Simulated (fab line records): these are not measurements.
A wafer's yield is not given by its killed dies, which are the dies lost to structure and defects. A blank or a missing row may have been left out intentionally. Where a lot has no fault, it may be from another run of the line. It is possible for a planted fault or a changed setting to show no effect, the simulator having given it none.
Matching of chambers ; flow n5-finfet ; rie-diel-01 running N5_FIN_SAQP_HM_OPEN_73: 4 sister chambers
The step chemistry CHF3/O2, target SiO2, stops on a-Si, target depth 12 nm, time 16.8 s. 18 wafers are shown with their chamber, then 9 later ones without.

## EACH WAFER AND ITS CHAMBER
wafer;chamber;drypump-motor-current-A (A);showerhead-plenum-p-Torr (Torr);throttle-valve-pct (%)
L076.2;1;5.2;2.34;19.08
L076.4;2;5.1;2.42;18.78
L076.6;3;5.7;2.52;18.92
L079.1;2;5.1;2.42;18.80
L079.3;0;6.3;2.41;19.04
L079.5;1;5.2;2.34;19.10
L080.3;3;5.7;2.52;18.93
L080.4;1;5.2;2.34;19.12
L080.5;1;5.2;2.34;19.12
L085.4;2;5.1;2.41;18.82
L085.5;2;5.2;2.41;18.81
L085.6;3;5.7;2.51;18.96
L089.1;0;6.3;2.40;19.06
L089.4;3;5.7;2.51;18.96
L089.6;2;5.1;2.41;18.81
L090.1;1;5.2;2.33;19.14
L090.3;3;5.8;2.51;18.98
L090.4;0;6.3;2.40;19.09

SIGNATURES, as means of the wafers listed above
reading;chamber 0;chamber 1;chamber 2;chamber 3;scatter within a chamber
drypump-motor-current-A;6.300;5.200;5.120;5.720;0.0338
showerhead-plenum-p-Torr;2.4033;2.3380;2.4140;2.5140;0.00526
throttle-valve-pct;19.0633;19.1120;18.8040;18.9500;0.0218
Rule: for each reading, subtract the chamber's mean from the wafer's reading, divide by that reading's scatter and square the result; add these up over the readings and take the root, which gives the wafer's distance from the chamber. The wafer belongs to the nearest chamber; if the next one is less than 2 further off, it can't be placed. The scatter: the root of (the sum of the squares of (reading less its chamber's mean) over the shown wafers, divided by (wafers less chambers)).

## WAFERS WHOSE CHAMBER IS MISSING
wafer;drypump-motor-current-A (A);showerhead-plenum-p-Torr (Torr);throttle-valve-pct (%)
L091.2;6.3;2.40;19.07
L091.3;5.7;2.51;18.96
L091.6;5.7;2.51;18.96
L095.2;5.2;2.32;19.16
L095.4;5.1;2.40;18.86
L095.6;5.2;2.33;19.18
L096.2;5.7;2.50;18.98
L096.3;5.2;2.32;19.15
L096.5;5.7;2.50;18.98

## WHICH CHAMBER EACH WENT THROUGH
wafer;from the rows above;in truth
L091.2;0;0
L091.3;3;3
L091.6;3;3
L095.2;1;1
L095.4;2;2
L095.6;1;1
L096.2;3;3
L096.3;1;1
L096.5;3;3
Correct placement for 9 of the 9. From these rows, 0 cannot be placed. Placed wrongly: 0.
